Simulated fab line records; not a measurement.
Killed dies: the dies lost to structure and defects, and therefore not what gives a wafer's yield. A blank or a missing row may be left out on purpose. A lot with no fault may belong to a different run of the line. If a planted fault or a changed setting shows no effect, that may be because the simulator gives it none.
Chamber matching :: flow n5_finfet :: N5_MOL_CONTACT_COAG_ETCH_110 on rie_diel-01 has 4 sister chambers
The step etches Si in CF4/O2, target depth 2.5 nm, time 8 s. 14 wafers are shown with their chamber, then 7 later ones without.

WAFERS WITH THEIR CHAMBER
wafer: L074.3
chamber: 1
drypump_motor_current_A (A): 6.3
throttle_valve_pct (%): 11.0
oes_product_au (a.u.): 0.69

wafer: L074.4
chamber: 3
drypump_motor_current_A (A): 6.1
throttle_valve_pct (%): 10.2
oes_product_au (a.u.): 0.88

wafer: L074.5
chamber: 1
drypump_motor_current_A (A): 6.3
throttle_valve_pct (%): 11.0
oes_product_au (a.u.): 0.69

wafer: L080.1
chamber: 1
drypump_motor_current_A (A): 6.3
throttle_valve_pct (%): 11.0
oes_product_au (a.u.): 0.68

wafer: L080.4
chamber: 2
drypump_motor_current_A (A): 5.8
throttle_valve_pct (%): 10.5
oes_product_au (a.u.): 0.92

wafer: L080.5
chamber: 1
drypump_motor_current_A (A): 6.3
throttle_valve_pct (%): 11.0
oes_product_au (a.u.): 0.68

wafer: L083.3
chamber: 0
drypump_motor_current_A (A): 4.9
throttle_valve_pct (%): 11.3
oes_product_au (a.u.): 0.70

wafer: L083.5
chamber: 3
drypump_motor_current_A (A): 6.1
throttle_valve_pct (%): 10.3
oes_product_au (a.u.): 0.86

wafer: L083.6
chamber: 0
drypump_motor_current_A (A): 4.8
throttle_valve_pct (%): 11.3
oes_product_au (a.u.): 0.70

wafer: L085.2
chamber: 1
drypump_motor_current_A (A): 6.3
throttle_valve_pct (%): 11.0
oes_product_au (a.u.): 0.66

wafer: L085.3
chamber: 0
drypump_motor_current_A (A): 4.9
throttle_valve_pct (%): 11.3
oes_product_au (a.u.): 0.70

wafer: L085.5
chamber: 2
drypump_motor_current_A (A): 5.8
throttle_valve_pct (%): 10.5
oes_product_au (a.u.): 0.89

wafer: L090.1
chamber: 0
drypump_motor_current_A (A): 4.8
throttle_valve_pct (%): 11.3
oes_product_au (a.u.): 0.70

wafer: L090.2
chamber: 2
drypump_motor_current_A (A): 5.8
throttle_valve_pct (%): 10.6
oes_product_au (a.u.): 0.86

SIGNATURES (averages over the wafers above)
reading: drypump_motor_current_A
chamber 0: 4.850
chamber 1: 6.300
chamber 2: 5.800
chamber 3: 6.100
scatter within a chamber: 0.0316

reading: throttle_valve_pct
chamber 0: 11.300
chamber 1: 11.000
chamber 2: 10.533
chamber 3: 10.250
scatter within a chamber: 0.0342

reading: oes_product_au
chamber 0: 0.7000
chamber 1: 0.6800
chamber 2: 0.8900
chamber 3: 0.8700
scatter within a chamber: 0.0161
Rule: for a wafer and a chamber, the distance is found by dividing, reading by reading, the gap between the wafer's reading and the chamber's mean by the reading's scatter, squaring, summing and taking the root. If the next closest chamber is less than 2 further off than the closest, the wafer can't be placed; otherwise it belongs to the closest. The scatter: the root of (the sum of the squares of (reading less its chamber's mean) over the shown wafers, divided by (wafers less chambers)).

WAFERS WITHOUT THEIR CHAMBER
wafer: L090.6
drypump_motor_current_A (A): 6.1
throttle_valve_pct (%): 10.3
oes_product_au (a.u.): 0.83

wafer: L094.1
drypump_motor_current_A (A): 6.1
throttle_valve_pct (%): 10.4
oes_product_au (a.u.): 0.82

wafer: L094.2
drypump_motor_current_A (A): 4.9
throttle_valve_pct (%): 11.3
oes_product_au (a.u.): 0.69

wafer: L094.4
drypump_motor_current_A (A): 5.7
throttle_valve_pct (%): 10.6
oes_product_au (a.u.): 0.85

wafer: L097.2
drypump_motor_current_A (A): 6.0
throttle_valve_pct (%): 10.3
oes_product_au (a.u.): 0.81

wafer: L097.3
drypump_motor_current_A (A): 4.8
throttle_valve_pct (%): 11.3
oes_product_au (a.u.): 0.69

wafer: L097.6
drypump_motor_current_A (A): 5.8
throttle_valve_pct (%): 10.6
oes_product_au (a.u.): 0.85

WHICH CHAMBER EACH WENT THROUGH
wafer: L090.6
from the rows above: 3
in truth: 3

wafer: L094.1
from the rows above: 3
in truth: 3

wafer: L094.2
from the rows above: 0
in truth: 0

wafer: L094.4
from the rows above: 2
in truth: 2

wafer: L097.2
from the rows above: 3
in truth: 3

wafer: L097.3
from the rows above: 0
in truth: 0

wafer: L097.6
from the rows above: 2
in truth: 2
Correctly placed: 7 of 7. Left unplaced by these rows: 0. Wrongly placed: 0.
